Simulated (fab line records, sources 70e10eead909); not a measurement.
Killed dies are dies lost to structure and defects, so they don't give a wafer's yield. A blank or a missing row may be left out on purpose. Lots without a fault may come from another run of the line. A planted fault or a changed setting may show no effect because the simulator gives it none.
A struck lot beside a sound one | flow nand_harc | 14 steps out of a route of 1159
Sound: wafers L462.3, L462.5, L462.6. Struck: wafer L470.3. (L470.1, L470.5 of the same lot were not struck and are left out.) The cause comes at the end.
At each step with rows: each side's tool, then ch and its chambers, then its first start. Under that, the readings that differ: sound wafers | struck wafers | difference of the means | sigmas: that difference in standard deviations of wafers without a fault.
alike: readings whose means differ by less than 2 such deviations, and words and numbers that are the same on both sides. not compared: withheld readings, readings that some wafer has no value for, bounds like >300 that may hide the same value, and numbers for which the record gives no deviation and whose values overlap.
The two part at a step that has a row with sigmas, a row that says differs or no value, or rows on one side only. Numbers that don't overlap but have no deviation are shown without sigmas and don't part them. A reading that every wafer of one side lacks parts them only if that side has two wafers or more.

first, 7 steps without rows for these wafers: NHARC_P_BONDPAD_COAT_36 (time 65 s); NHARC_P_BONDPAD_COAT_03 (resist thk 600 nm); NHARC_P_BONDPAD_SOFTBAKE_04 (time 70 s); NHARC_P_BONDPAD_EBR_05; NHARC_P_BONDPAD_EXPOSE_06 (exposes mask P BPAD); NHARC_P_BONDPAD_PEB_07 (peb time 80 s); NHARC_P_BONDPAD_DEVELOP_08 (time 50 s).
NHARC_P_BONDPAD_CD_MEAS_09: target cd 500 nm.
  sound on cd_sem-01 ch 0, day 7 00:07; struck on cd_sem-01 ch 0, day 8 10:10
  alike: cd_nm
NHARC_P_BONDPAD_OVL_MEAS_38:
  sound on overlay-02, day 7 00:11; struck on overlay-02, day 8 10:16
  reading           | sound    | struck | difference | sigmas
  overlay_y_nm (nm) | -2 -2 -2 | 14     | +16        | +2
  alike: overlay_x_nm
then, 1 step without rows for these wafers: NHARC_P_BONDPAD_HARDBAKE_10 (time 65 s).
NHARC_P_BONDPAD_DESCUM_11: chemistry O2, time 3 s.
  sound on rie_diel-04 ch 0,1,2, day 7 00:20; struck on rie_diel-04 ch 0, day 8 10:23
  alike: drypump_motor_current_A, oes_product_au, rf_vpp_V, showerhead_plenum_p_Torr, throttle_valve_pct
  not compared: rf_hours_counter_h
NHARC_P_BONDPAD_ETCH_37: etches the open film in N2/H2, target depth 60 nm, overetch 18 nm, time 65.91 s.
  sound on rie_diel-04 ch 0,1,2, day 7 00:25; struck on rie_diel-04 ch 3, day 8 10:29
  alike: drypump_motor_current_A, oes_product_au, rf_vpp_V, showerhead_plenum_p_Torr, throttle_valve_pct
  not compared: rf_hours_counter_h
NHARC_P_BONDPAD_ETCH_12: etches the open film in CHF3/O2, target depth 200 nm, time 100 s.
  sound on rie_diel-04 ch 0,3, day 7 00:30; struck on rie_diel-04 ch 0, day 8 10:35
  reading               | sound             | struck | difference | sigmas
  oes_product_au (a.u.) | 0.983 0.981 0.971 | 0.860  | -0.118     | -5
  alike: drypump_motor_current_A, rf_vpp_V, showerhead_plenum_p_Torr, throttle_valve_pct
  not compared: rf_hours_counter_h
NHARC_P_BONDPAD_CD_MEAS_13:
  sound on cd_sem-02, day 7 00:38; struck on cd_sem-03, day 8 10:44
  alike: cd_nm

WHERE THEY PART
First at NHARC_P_BONDPAD_OVL_MEAS_38; last, within this record, at NHARC_P_BONDPAD_ETCH_12. Later steps at which nothing parts them and some readings are alike: NHARC_P_BONDPAD_CD_MEAS_13.

WHY: what the simulator had put in
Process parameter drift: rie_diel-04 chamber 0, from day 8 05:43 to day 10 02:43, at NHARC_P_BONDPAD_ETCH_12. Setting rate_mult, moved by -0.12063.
